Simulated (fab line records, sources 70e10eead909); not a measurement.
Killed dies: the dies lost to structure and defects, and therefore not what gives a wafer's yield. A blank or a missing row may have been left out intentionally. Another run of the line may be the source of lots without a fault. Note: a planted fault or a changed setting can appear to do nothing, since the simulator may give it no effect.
Matching of chambers    flow nandHarc    4 sister chambers for NHARC_A_BONDPAD_CMP_29 on cmp-01
The step polishes SiCN, target thk 200 nm. 4 wafers are shown with their chamber, then 6 later ones without.

## WAFERS PAIRED WITH THEIR CHAMBERS
wafer   chamber  motorCurrentA (A)
L216.1  2        11.3
L232.2  3        12.1
L235.5  1        13.6
L235.6  0        11.6

## WAFERS WITHOUT THEIR CHAMBER
wafer   motorCurrentA (A)
L238.1  11.0
L238.2  11.6
L238.4  12.6
L239.1  10.9
L239.2  11.8
L239.4  11.7

## THE CHAMBER EACH PASSED THROUGH
wafer   from the rows above           in truth
L238.1  can't be placed: 2 or 0       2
L238.2  can't be placed: 0 or 2 or 3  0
L238.4  can't be placed: 3 or 0 or 1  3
L239.1  can't be placed: 2 or 0       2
L239.2  can't be placed: 0 or 3 or 2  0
L239.4  can't be placed: 0 or 2 or 3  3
0 of 6 placed correctly. Cannot be placed on the basis of these rows: 6; the candidates contain the true chamber in 6. 0 placed wrongly.
How it was worked out, from the rows above alone: a wafer's distance from a chamber is the root of the sum, over the readings, of the square of ((its reading less the chamber's mean) divided by the reading's scatter). If the next closest chamber is less than 2 further off than the closest, the wafer can't be placed; otherwise it belongs to the closest. The mean given for a chamber averages the wafers shown for that chamber. The scatter: with one shown wafer a chamber, the root of the mean of the squares of how far each hidden wafer lies from its nearest shown one.
